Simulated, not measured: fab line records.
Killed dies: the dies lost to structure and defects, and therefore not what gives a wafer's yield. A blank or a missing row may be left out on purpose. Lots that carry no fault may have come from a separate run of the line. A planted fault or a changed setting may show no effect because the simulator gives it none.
Matching of chambers / flow nandHarc / NHARC_A_WL_FILL_ALD_02 on aldMetal-02 has 4 sister chambers
The step deposits TiN, target thk 2 nm, pulse time 3 s, ald cycles 100. 4 wafers are shown with their chamber, then 7 later ones without.

== WAFERS PAIRED WITH THEIR CHAMBERS ==
wafer=L599.3; chamber=3; heaterPowerW (W)=1076
wafer=L602.2; chamber=2; heaterPowerW (W)=1107
wafer=L611.1; chamber=1; heaterPowerW (W)=1319
wafer=L611.2; chamber=0; heaterPowerW (W)=1024

== WAFERS WITH NO CHAMBER GIVEN ==
wafer=L611.4; heaterPowerW (W)=1085
wafer=L619.1; heaterPowerW (W)=1243
wafer=L619.2; heaterPowerW (W)=1042
wafer=L619.3; heaterPowerW (W)=1158
wafer=L621.2; heaterPowerW (W)=989
wafer=L621.4; heaterPowerW (W)=1267
wafer=L621.6; heaterPowerW (W)=1283

== WHICH CHAMBER EACH WENT THROUGH ==
wafer=L611.4; from the rows above=can't be placed: 3 or 2 or 0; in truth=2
wafer=L619.1; from the rows above=can't be placed: 1 or 2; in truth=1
wafer=L619.2; from the rows above=can't be placed: 0 or 3 or 2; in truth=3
wafer=L619.3; from the rows above=can't be placed: 2 or 3 or 0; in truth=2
wafer=L621.2; from the rows above=can't be placed: 0 or 3 or 2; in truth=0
wafer=L621.4; from the rows above=1; in truth=1
wafer=L621.6; from the rows above=1; in truth=1
Correct placement for 2 of the 7. From these rows, 5 cannot be placed; in 5 the true chamber is one of the candidates. Number placed wrongly: 0.
How it was worked out, from the rows above alone: a wafer's distance from a chamber is the root of the sum, over the readings, of the square of ((its reading less the chamber's mean) divided by the reading's scatter). The wafer belongs to the nearest chamber; if the next one is less than 2 further off, it can't be placed. Each chamber's mean is taken over the wafers shown for it. The scatter: with one shown wafer a chamber, the root of the mean of the squares of how far each hidden wafer lies from its nearest shown one.
